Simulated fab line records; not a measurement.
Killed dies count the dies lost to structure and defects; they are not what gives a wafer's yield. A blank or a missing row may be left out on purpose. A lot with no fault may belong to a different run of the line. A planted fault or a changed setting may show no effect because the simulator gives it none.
A lot that was struck, set against a sound lot + flow nand-harc + 14 steps out of a route of 1302
Sound: wafers L248.1, L248.2, L248.6. Struck: wafers L254.2, L254.5. The cause is given at the end.
Each step with rows lists, per side, the tool, then ch with its chambers, then its first start. Under that, the readings that differ: sound wafers + struck wafers + difference of the means + sigmas: that difference in standard deviations of wafers without a fault.
alike: a reading whose means differ by less than 2 such deviations, as well as words and numbers matching on both sides. not compared: withheld readings; readings where some wafer has no value; bounds like >300 that might hide an equal value; numbers whose values overlap and for which the record gives no deviation.
The two part at a step that has a row with sigmas, a row that says differs or no value, or rows on one side only. When numbers do not overlap yet have no deviation, they are printed without sigmas and do not part them. Lack of a reading on every wafer of one side parts them only where that side has two or more wafers.

first, 6 steps without rows for these wafers: NHARC_A_DECK1_JOINT_CVD_34 (deposits SiNx, target thk 20 nm); NHARC_A_DECK1_JOINT_DEP_06 (deposits SiOx, target thk 80 nm); NHARC_A_DECK1_JOINT_CURE_26 (time 32 s); NHARC_A_DECK1_JOINT_ANNEAL_27 (time 3600 s); NHARC_A_DECK1_JOINT_ANNEAL_28 (time 1800 s); NHARC_A_DECK1_JOINT_ANNEAL_29 (time 1800 s).
NHARC_A_DECK1_JOINT_CMP_02: polishes SiOx.
  sound on cmp-04 ch 0,1, day 12 23:52; struck on cmp-01 ch 2, day 16 04:46
| reading             | sound          | struck    | difference | sigmas |
|---------------------|----------------|-----------|------------|--------|
| motor-current-A (A) | 13.8 15.6 12.9 | 10.5 11.2 | -3.2       | -2     |
  not compared: pad-life-wafers
then, 1 step without rows for these wafers: NHARC_A_DECK1_JOINT_SRD_15.
NHARC_A_DECK1_JOINT_DEP_16: deposits SiO2, target thk 45 nm.
  sound on pecvd-03 ch 0,1,2, day 13 00:16; struck on pecvd-01 ch 1,2, day 16 05:11
  alike: heater-power-w, throttle-valve-pct
NHARC_A_DECK1_JOINT_THK_MEAS_17: measures by ellipsometry.
  struck on film-metro-02, day 16 05:26; sound on film-metro-01, day 13 00:32
  alike: thk-nm
NHARC_A_DECK1_JOINT_INSPECT_05:
  struck on defect-inspect-02, day 16 05:28; sound on defect-inspect-01, day 13 00:34
| reading          | sound       | struck  | difference | sigmas |
|------------------|-------------|---------|------------|--------|
| raw-defect-count | 175 209 180 | 377 572 | +286       | +2     |
NHARC_A_ONON_D2_DEP_00: target thk 1000 nm.
  sound on pecvd-onon-01 ch 0, day 13 00:38; struck on pecvd-onon-01 ch 0, day 16 05:36
NHARC_A_ONON_D2_THK_MEAS_02: measures by ellipsometry.
  struck on film-metro-01, day 16 06:03; sound on film-metro-01, day 13 01:09
| reading     | sound       | struck  | difference | sigmas |
|-------------|-------------|---------|------------|--------|
| thk-nm (nm) | 987 985 985 | 588 590 | -397       | -33    |
then, 1 step without rows for these wafers: NHARC_A_ONON_D2_DEP_03 (target thk 1000 nm).

== WHERE THEY PART ==
First at NHARC_A_DECK1_JOINT_CMP_02; last, within this record, at NHARC_A_ONON_D2_THK_MEAS_02.

WHY: whatever the simulator had introduced
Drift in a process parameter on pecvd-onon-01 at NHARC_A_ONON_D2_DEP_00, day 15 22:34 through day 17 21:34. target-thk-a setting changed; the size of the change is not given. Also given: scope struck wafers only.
